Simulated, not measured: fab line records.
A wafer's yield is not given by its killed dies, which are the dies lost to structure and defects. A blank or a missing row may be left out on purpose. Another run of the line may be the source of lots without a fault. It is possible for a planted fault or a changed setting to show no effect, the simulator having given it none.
A lot that was struck, set against a sound lot | flow n5 finfet | 14 steps out of a route of 1938
Sound: wafers L812.2, L812.3, L812.6. Struck: wafers L824.1, L824.5 (left out: L824.2, a lot-mate that was not struck); the cause follows at the end.
Per side, at each step with rows, come the tool, then ch with its chambers, and then its first start. Under that, the readings that differ: sound wafers | struck wafers | difference of the means | sigmas: that difference in standard deviations of wafers without a fault.
alike: readings whose means differ by less than 2 such deviations, and words and numbers that are the same on both sides. not compared: withheld readings, readings that some wafer has no value for, bounds like >300 that may hide the same value, and numbers for which the record gives no deviation and whose values overlap.
Wherever a step has rows on one side only, a row that says differs or no value, or a row with sigmas, the two part there. Non-overlapping numbers with no deviation appear without sigmas and do not part them. A reading that every wafer of one side lacks parts them only if that side has two wafers or more.

first, 4 steps without rows for these wafers: N5_BEOL_M6_SOFTBAKE_06 (time 60 s); N5_BEOL_M6_EXPOSE_08 (exposes mask M6); N5_BEOL_M6_PEB_09 (peb time 60 s); N5_BEOL_M6_DEVELOP_10 (develop time 30 s).
N5_BEOL_M6_CD_MEAS_11: the cd target is 38.5 nm.
  sound on cd sem-02 ch 0, day 10 16:55; struck on cd sem-03 ch 0, day 13 15:38
  alike: cd nm
N5_BEOL_M6_OVL_MEAS_12:
  sound on overlay-01 ch 0, day 10 16:57; struck on overlay-02 ch 0, day 13 15:40
  alike: M6_OVL
N5_BEOL_M6_INSPECT_13: inspects for defects (brightfield).
  sound: defect inspect-01 at day 10 16:58; struck: defect inspect-01 at day 13 15:41
  alike: raw defect count
N5_BEOL_M6_DESCUM_16: chemistry O2, time 7.9 s.
  sound on rie diel-01 ch 1,3, day 10 17:36; struck on rie diel-06 ch 3, day 13 15:45
  alike: drypump motor current A, oes product au, rf vpp V, showerhead plenum p Torr, throttle valve pct
  not compared: rf hours counter h
N5_BEOL_M6_ETCH_61: etches SiARC in CF4, target depth 45.5 nm, time 75.8 s.
  sound on rie diel-01 ch 1,3, day 10 17:38; struck on rie diel-06 ch 3, day 13 15:47
  reading               | sound          | struck    | difference | sigmas
  etch rf on time s (s) | 71.6 73.1 71.3 | 78.1 78.3 | +6.2       | +3
  alike: drypump motor current A, oes product au, rf vpp V, showerhead plenum p Torr, throttle valve pct
  not compared: rf hours counter h
N5_BEOL_M6_ETCH_62: etches SOC in N2/H2, target depth 110 nm, overetch 22 nm, time 165 s.
  sound on rie diel-01 ch 1,3, day 10 17:41; struck on rie diel-06 ch 3, day 13 15:50
  alike: drypump motor current A, oes product au, rf vpp V, showerhead plenum p Torr, throttle valve pct
  not compared: rf hours counter h
then, 1 step without rows for these wafers: N5_BEOL_M6_STRIP_68 (strips in N2/H2).
N5_BEOL_M6_STRIP_67: strips in CF4.
  sound on rie diel-01 ch 1,3, day 10 17:50; struck on rie diel-06 ch 3, day 13 15:59
  alike: drypump motor current A, oes product au, power w, rf vpp V, showerhead plenum p Torr, throttle valve pct
  not compared: rf hours counter h
N5_BEOL_M6_HM_OPEN_17: chemistry Cl2/BCl3, target TiN, target depth 20 nm, overetch 6 nm.
  sound on rie metal-01 ch 0,1, day 10 17:53; struck on rie metal-01 ch 0, day 13 16:02
  reading                                  | sound          | struck    | difference | sigmas
  model.SOC_of_BEOL_M6_COAT_59.thk nm (nm) | 92.2 92.2 91.8 | 91.6 91.6 | -0.5       |
  alike: drypump motor current A, he backside leak sccm, oes product au, throttle valve pct
  not compared: rf hours counter h
N5_BEOL_M6_STRIP_19: strips in O2.
  sound on rie diel-03 ch 0,3, day 10 18:04; struck on rie diel-01 ch 1,3, day 13 16:10
  alike: drypump motor current A, oes product au, rf vpp V, showerhead plenum p Torr, throttle valve pct
  not compared: rf hours counter h

WHERE THEY PART
Only at N5_BEOL_M6_ETCH_61, as far as this record shows. Later steps at which nothing parts them and some readings are alike: N5_BEOL_M6_ETCH_62, N5_BEOL_M6_STRIP_67, N5_BEOL_M6_HM_OPEN_17, N5_BEOL_M6_STRIP_19.

WHY: what had been put in by the simulator
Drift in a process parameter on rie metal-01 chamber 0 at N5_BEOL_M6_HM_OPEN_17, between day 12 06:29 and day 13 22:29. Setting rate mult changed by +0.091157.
